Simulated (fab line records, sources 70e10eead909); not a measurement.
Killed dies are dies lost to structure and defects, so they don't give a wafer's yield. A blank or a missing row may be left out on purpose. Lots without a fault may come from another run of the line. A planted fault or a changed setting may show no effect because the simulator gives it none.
fab line records | flow nand_harc
record lots=13 wafers=39 last_day=33
route steps=1302 shown P_ZERO_WELL@16 P_GATE@122 END@1302
lots that met no fault: from a run of the same line without faults
start_h: hours from the record's first day to the start of the lot's first wafer shown | wait_h: hours since the lot's step before | " the same as in the row above | L1.1+2: a row that stands for several wafers | - no value, or no start given | * or withheld: withheld | < > ~ a bound
route shown NAME@n: a module of which the file shows steps, and the number in the route of the first | usual: mean/standard deviation of fault-free wafers | same: alike in all rows | chamber/n: place in a boat | sites: the reading at each site | _std_site: their standard deviation | _edge_site: outer sites' mean less inner sites' | radius_mm: how far each site lies from the wafer's centre | mask NAME#n: copy n | behind: the tool/chamber that last shaped the wafer | hold: why the lot was held/for how many hours/how that ended | device: the transistor (n, p or np) that didn't switch | end of line: the same wafers' tests at the end of the route | a step without rows: its recipe alone | killed: dies lost to structure and defects at the first sort, not the wafer's yield | map: a wafer's dies, x killed, . not, _ none there
set.NAME: the setting as run; set.NAME@STEP: as run at that earlier step | model.NAME: the simulator's own value behind a step, which no gauge read
steps of the route over a sample of lots; a table a step, a row a wafer
services: from which hour (start_h, from the record's first day; less than 0 if before it) a tool's chamber was out of use, for how many hours, and why
## steps
# step NHARC_P_ZERO_WELL_DESCUM_13
# recipe time_s=3 o2_flow_sccm=200 ar_flow_sccm=0 bias_power_w=0 chemistry=O2
# usual drypump_motor_current_A=5.6/0.52 oes_product_au=1.002/0.0088 rf_vpp_V=57.7/0.87 showerhead_plenum_p_Torr=1.89/0.11 throttle_valve_pct=11.311/0.0096
# columns lot.wafer tool chamber start_h wait_h drypump_motor_current_A oes_product_au rf_hours_counter_h rf_vpp_V showerhead_plenum_p_Torr throttle_valve_pct
L241.3 rie_diel-12 0 31.28 - 6.3 1.002 37 57.6 1.99 11.300
L241.2 " 2 " " 5.4 0.988 41 57.3 1.84 11.307
L241.1 " 3 " " 5.9 1.008 39 57.0 1.80 11.323
L242.1 rie_diel-06 1 41.39 - 5.2 0.986 31 57.3 1.76 11.315
L242.2 " 3 " " 5.4 0.995 24 56.5 1.82 11.313
L242.6 " 2 " " 4.9 0.993 - 57.4 1.92 11.307
L243.1 rie_diel-06 1 51.28 - 5.2 0.997 32 57.2 1.76 11.319
L243.2 " 3 " " 5.4 0.997 26 57.6 1.82 11.306
L243.5 " 2 " " 4.9 1.004 - 56.0 1.92 11.315
L244.2 rie_diel-06 0 61.27 - 5.4 1.005 34 58.4 1.85 11.313
L244.3 " 2 " " 4.9 1.005 29 58.1 1.92 11.307
L244.6 " 1 " " 5.2 1.005 - 57.8 1.76 11.318
L245.4 rie_diel-09 3 71.28 - 6.3 1.000 30 57.6 1.77 11.307
L245.3 " 0 " " 5.9 0.998 31 58.2 1.78 11.298
L245.5 " 3 " " 6.2 1.002 - 56.8 1.77 11.317
L246.3 rie_diel-12 0 81.33 - 6.3 1.014 51 57.4 1.99 11.309
L246.1 " 3 " " 5.9 1.011 51 56.5 1.80 11.326
L246.5 " 0 " " 6.3 1.013 - 56.3 1.99 11.312
L247.2 rie_diel-12 0 91.39 - 6.3 1.016 54 58.2 1.98 11.320
L247.3 " 3 " " 5.9 0.998 54 57.6 1.80 11.312
L247.5 " 0 " " 6.3 1.014 - 58.3 1.98 11.318
L248.2 rie_diel-06 3 101.41 - 5.4 0.993 43 58.1 1.82 11.314
L248.4 " 0 " " 5.4 0.992 47 57.4 1.85 11.306
L248.1 " 1 " " 5.3 0.996 47 56.2 1.76 11.318
L256.3 rie_diel-12 0 181.30 - 6.3 1.008 27 58.2 1.98 11.303
L256.1 " 1 " " 6.6 0.997 29 57.7 1.82 11.309
L256.6 " 0 " " 6.3 1.005 - 57.3 1.98 11.318
L259.3 rie_diel-06 1 211.39 - 5.2 1.009 21 58.1 2.07 11.316
L259.5 " 1 " " 5.3 1.010 - 60.5 2.07 11.314
L259.6 " 2 " " 4.9 1.009 - 57.3 1.90 11.303
L261.1 rie_diel-06 1 231.29 - 5.2 1.006 27 57.9 2.07 11.319
L261.5 " 2 " " 4.9 0.996 - 57.3 1.90 11.321
L261.6 " 3 " " 5.4 1.006 - 57.0 1.80 11.307
L262.3 rie_diel-06 2 241.40 - 4.9 1.001 28 57.3 1.90 11.296
L262.1 " 0 " " 5.4 1.000 33 56.4 1.83 11.309
L262.5 " 1 " " 5.2 1.010 - 58.6 2.07 11.297
L263.3 rie_diel-09 3 251.41 - 6.3 1.001 33 58.2 2.07 11.289
L263.1 " 1 " " 6.3 0.991 29 57.6 2.05 11.300
L263.6 " 3 " " 6.2 0.994 - 58.8 2.07 11.304
# step NHARC_P_ZERO_WELL_IMPLANT_40
# recipe energy_kev=300 dose_cm2=1e+13 tilt_deg=7
# usual beam_energy_keV=300.01/0.087 beam_on_s=9.97/0.22
# columns lot.wafer tool chamber start_h wait_h beam_energy_keV beam_on_s
L241.1 implanter-02 0 34.47 0.2 299.98 10.01
L241.2 " 0 " " 300.06 9.68
L241.3 " 0 " " 300.01 9.71
L242.1 implanter-01 0 44.44 0.1 299.96 10.17
L242.2 " 0 " " 299.98 10.29
L242.6 " 0 " " 300.15 10.07
L243.1 implanter-01 0 54.40 0.1 300.10 9.79
L243.2 " 0 " " 300.03 9.75
L243.5 " 0 " " 299.99 9.97
L244.2 implanter-02 0 64.42 0.2 299.98 10.10
L244.3 " 0 " " 299.96 10.23
L244.6 " 0 " " 299.96 10.11
L245.3 implanter-02 0 74.54 0.2 300.00 10.18
L245.4 " 0 " " 300.04 9.66
L245.5 " 0 " " 300.00 10.31
L246.1 implanter-02 - 84.50 0.1 - -
L246.3 " - " " - -
L246.5 " - " " - -
L247.2 implanter-02 - 94.60 0.1 - -
L247.3 " - " " - -
L247.5 " - " " - -
L248.1 implanter-01 - 104.54 0.1 - -
L248.2 " - " " - -
L248.4 " - " " - -
L256.1 implanter-02 0 184.45 0.1 299.95 10.35
L256.3 " 0 " " 300.04 10.10
L256.6 " 0 " " 299.99 9.62
L259.3 implanter-01 0 214.62 0.2 300.15 10.25
L259.5 " 0 " " 300.10 10.04
L259.6 " 0 " " 300.14 9.60
L261.1 implanter-02 0 236.88 0.1 300.07 9.89
L261.5 " 0 " " 300.03 9.78
L261.6 " 0 " " 299.95 9.75
L262.1 implanter-01 0 244.84 0.1 299.93 9.94
L262.3 " 0 " " 299.90 9.79
L262.5 " 0 " " 300.13 9.79
L263.1 implanter-01 0 254.42 0.1 299.87 9.74
L263.3 " 0 " " 300.00 10.01
L263.6 " 0 " " 299.83 10.25
# step NHARC_P_GATE_CD_MEAS_11
# recipe target_cd_nm=1640 landing_energy_ev=500
# usual cd_nm=1640.1/1.6
# columns lot.wafer tool chamber start_h wait_h cd_nm
L241.1 cd_sem-03 0 86.77 - 1640.6
L241.2 " 0 " " 1638.2
L241.3 " 0 " " 1639.5
L242.1 cd_sem-02 0 100.82 - 1641.4
L242.2 " 0 " " 1641.1
L242.6 " 0 " " 1641.4
L243.1 cd_sem-01 0 109.23 - 1640.9
L243.2 " 0 " " 1639.5
L243.5 " 0 " " 1640.4
L244.2 cd_sem-03 0 118.10 - 1637.3
L244.3 " 0 " " 1639.4
L244.6 " 0 " " 1639.9
L245.3 cd_sem-03 0 131.08 - 1641.8
L245.4 " 0 " " 1640.2
L245.5 " 0 " " 1641.0
L256.1 cd_sem-03 0 237.42 - 1643.7
L256.3 " 0 " " 1638.4
L256.6 " 0 " " 1638.3
L259.3 cd_sem-03 0 267.71 - 1640.3
L259.5 " 0 " " 1638.9
L259.6 " 0 " " 1640.5
L261.1 cd_sem-03 0 292.07 - 1641.9
L261.5 " 0 " " 1641.3
L261.6 " 0 " " 1640.3
L262.1 cd_sem-03 0 297.03 - 1642.9
L262.3 " 0 " " 1640.1
L262.5 " 0 " " 1643.5
L263.1 cd_sem-01 0 310.62 - 1640.1
L263.3 " 0 " " 1638.1
L263.6 " 0 " " 1641.1
# step NHARC_P_GATE_STRIP_75
# recipe power_w=1500 temp_c=250 chemistry=O2
# usual drypump_motor_current_A=5.7/0.36 heater_power_w=344/18
# columns lot.wafer tool chamber start_h wait_h drypump_motor_current_A heater_power_w rf_hours_counter_h
L242.2 plasma_asher-02 1 131.13 0.3 5.9 360 9
L242.1 " 0 " " 5.2 363 9
L242.6 " 1 " " 5.9 361 -
L243.2 plasma_asher-02 1 140.01 0.2 5.9 355 13
L243.1 " 0 " " 5.2 348 13
L243.5 " 1 " " 5.9 352 -
L244.2 plasma_asher-02 0 146.96 0.2 5.2 352 16
L244.3 " 0 " " 5.2 357 -
L244.6 " 1 " " 5.9 351 -
L245.4 plasma_asher-02 0 158.04 0.2 5.2 344 -
L245.3 " 1 " " 5.9 342 -
L245.5 " 1 " " 5.9 351 -
L241.1 plasma_asher-01 1 169.45 54.0 5.5 346 26
L241.2 " 0 " " 6.1 326 26
L241.3 " 0 " " 6.2 323 -
L256.1 plasma_asher-01 1 265.05 0.2 5.5 353 20
L256.3 " 0 " " 6.1 313 -
L256.6 " 0 " " 6.2 308 -
L259.3 plasma_asher-02 0 296.67 0.1 5.2 345 -
L259.6 " 1 " " 5.9 359 -
L259.5 " 0 " " 5.2 345 -
L261.1 plasma_asher-02 0 320.98 0.2 5.2 343 11
L261.5 " 1 " " 5.9 367 -
L261.6 " 0 " " 5.2 348 -
L262.1 plasma_asher-02 1 327.78 0.2 5.9 366 13
L262.3 " 0 " " 5.2 343 -
L262.5 " 0 " " 5.2 348 -
L263.1 plasma_asher-01 1 337.60 0.2 5.5 354 35
L263.3 " 0 " " 6.1 309 -
L263.6 " 0 " " 6.1 316 -
# step NHARC_END_SORT_01
# recipe temp_c=25
# usual killed_at_array=55/22 killed_at_other=1.1/1.4 killed_at_periphery=4/3.2 killed_dies=59/22 killed_open=3.3/1.8 killed_short=2.5/1.5
# same gross_dies=677
# columns lot.wafer tool chamber start_h wait_h killed_at_array killed_at_other killed_at_periphery killed_dies killed_open killed_short
L247.2 prober-02 0 638.92 2.8 21 1 655 677 3 4
L247.3 prober-02 0 639.73 3.1 22 0 655 677 3 1
L247.5 prober-02 0 641.34 3.7 19 0 658 677 1 3
L246.1 prober-01 0 645.97 2.5 90 0 587 677 5 8
L246.3 prober-01 0 647.57 3.1 64 1 612 677 2 7
L246.5 prober-01 0 649.17 3.7 76 0 601 677 2 2
L248.1 prober-01 0 653.77 2.5 41 7 629 677 2 2
L248.2 prober-01 0 654.56 2.8 72 4 601 677 6 4
L248.4 prober-01 0 656.13 3.4 50 2 625 677 3 4
# killed by level:class
L247.2 P_ZERO_WELL:area_implant=648 A_CHANNEL_HOLE_D2:chamber_film_flake=7 A_DECK1_JOINT:chamber_film_flake=4 A_CHANNEL_HOLE_D1:chamber_film_flake=3 P_STI:chamber_film_flake=2 P_CONTACT:geometric_particle:short=1 P_M1:geometric_particle:short=1 P_M2:geometric_particle:open=1
L247.3 P_ZERO_WELL:area_implant=651 A_CHANNEL_HOLE_D2:chamber_film_flake=11 A_CHANNEL_HOLE_D1:chamber_film_flake=3 A_CHANNEL_FILL_D2:chamber_film_flake=2 A_STAIRCASE:chamber_film_flake=2 P_CONTACT:geometric_particle:open=1 P_CONTACT:geometric_particle:short=1 A_ONON_D1:geometric_particle:open=1
L247.5 P_ZERO_WELL:area_implant=655 A_CHANNEL_HOLE_D2:chamber_film_flake=7 A_CHANNEL_HOLE_D1:chamber_film_flake=3 A_CONTACT:chamber_film_flake=3 P_STI:chamber_film_flake=2 A_CHANNEL_FILL_D2:chamber_film_flake=2 P_M0:geometric_particle:open=1 A_DECK1_JOINT:geometric_particle:short=1
L246.1 P_ZERO_WELL:area_implant=583 A_CHANNEL_HOLE_D2:chamber_film_flake=41 A_SLIT:chamber_film_flake=25 A_STAIRCASE:chamber_film_flake=5 A_CHANNEL_HOLE_D1:chamber_film_flake=4 A_ONON_D1:geometric_particle:short=3 A_WL_FILL:chamber_film_flake=2 P_CONTACT:geometric_particle:short=1
L246.3 P_ZERO_WELL:area_implant=612 A_SLIT:chamber_film_flake=27 A_CHANNEL_HOLE_D2:chamber_film_flake=15 A_CHANNEL_HOLE_D1:chamber_film_flake=6 A_CONTACT:chamber_film_flake=4 A_STAIRCASE:chamber_film_flake=2 A_SOURCE_PLATE:geometric_particle:short=1 A_CHANNEL_FILL_D1:geometric_particle:short=1
L246.5 P_ZERO_WELL:area_implant=601 A_SLIT:chamber_film_flake=27 A_CHANNEL_HOLE_D2:chamber_film_flake=25 A_CHANNEL_HOLE_D1:chamber_film_flake=6 A_WL_FILL:chamber_film_flake=4 A_STAIRCASE:chamber_film_flake=3 A_CHANNEL_FILL_D1:chamber_film_flake=2 A_DECK1_JOINT:chamber_film_flake=2
L248.1 P_ZERO_WELL:area_implant=623 A_CHANNEL_HOLE_D2:chamber_film_flake=16 A_CHANNEL_HOLE_D1:chamber_film_flake=14 THIN_TSV:chamber_film_flake=7 P_GATE:chamber_film_flake=4 A_STAIRCASE:chamber_film_flake=4 A_CHANNEL_FILL_D1:chamber_film_flake=2 A_SLIT:chamber_film_flake=2
L248.2 P_ZERO_WELL:area_implant=598 A_CHANNEL_HOLE_D1:chamber_film_flake=33 A_CHANNEL_HOLE_D2:chamber_film_flake=11 A_STAIRCASE:chamber_film_flake=5 THIN_TSV:chamber_film_flake=4 A_CONTACT:chamber_film_flake=3 A_SGD_CUT:geometric_particle:open=2 A_ZERO_WELL:chamber_film_flake=2
L248.4 P_ZERO_WELL:area_implant=624 A_CHANNEL_HOLE_D1:chamber_film_flake=17 A_CHANNEL_HOLE_D2:chamber_film_flake=15 A_STAIRCASE:chamber_film_flake=5 A_WL_FILL:chamber_film_flake=3 A_ONON_D1:geometric_particle:short=2 A_M1:chamber_film_flake=2 THIN_TSV:chamber_film_flake=2
## services
# columns tool chamber start_h hours kind
implanter-01 - 14.10 8.3 repair
rie_diel-12 - 44.56 0.2 repair
implanter-01 - 63.15 2.6 repair
plasma_asher-02 - 72.23 9.0 pm
implanter-01 - 75.56 4.4 repair
implanter-01 - 81.89 13.9 repair
rie_diel-12 - 91.45 9.0 pm
plasma_asher-02 - 121.79 2.8 repair
rie_diel-06 - 130.97 9.0 pm
implanter-02 - 146.41 13.0 pm
rie_diel-12 2 204.52 5.5 repair
implanter-01 - 207.53 1.1 repair
rie_diel-06 - 216.99 1.8 repair
rie_diel-12 1 226.75 9.5 repair
rie_diel-12 3 228.41 2.4 repair
rie_diel-12 2 245.30 5.5 repair
plasma_asher-02 - 249.36 9.0 pm
rie_diel-12 - 252.51 1.0 repair
rie_diel-12 2 256.91 14.4 repair
rie_diel-12 - 268.45 9.0 pm
implanter-01 - 305.67 1.0 repair
rie_diel-06 - 308.10 9.0 pm
plasma_asher-02 - 308.61 1.9 repair
implanter-01 - 327.00 13.0 pm
## key
first_sign step=NHARC_P_ZERO_WELL_IMPLANT_40 reading=tool_record direction=missing
effect step=NHARC_END_SORT_01 reading=killed_at_periphery direction=up sigmas=99+ usual=4 struck=625
more_kills_born_at NHARC_P_ZERO_WELL_IMPLANT_40@implanter-02=3750 NHARC_P_ZERO_WELL_IMPLANT_40@implanter-01=1845
met_at NHARC_P_ZERO_WELL_IMPLANT_40
struck_lots L246,L247,L248
later_rows_left_out L246.1,L246.3,L246.5,L247.2,L247.3,L247.5,L248.1,L248.2,L248.4
tester_left_out L246,L247,L248
not_acting_at NHARC_P_ZERO_WELL_DESCUM_13,NHARC_P_GATE_CD_MEAS_11,NHARC_P_GATE_STRIP_75
onset_between 74.54 84.50
fault kind=skipped_step_whole tool=implanter-01,implanter-02 chamber=- onset_h=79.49 steps=NHARC_P_ZERO_WELL_IMPLANT_40 scope=struck_lots_only
# tester_left_out: of these lots the tester's yield and bins aren't shown, on N5 and GAA mostly nor the transistor test; their killed dies are dies lost to structure and defects alone, not to doping, threshold or leakage, so they don't give the yield
# later_rows_left_out: the simulator's readings of these wafers behind a module that went badly wrong aren't trusted and aren't shown, but for the sort
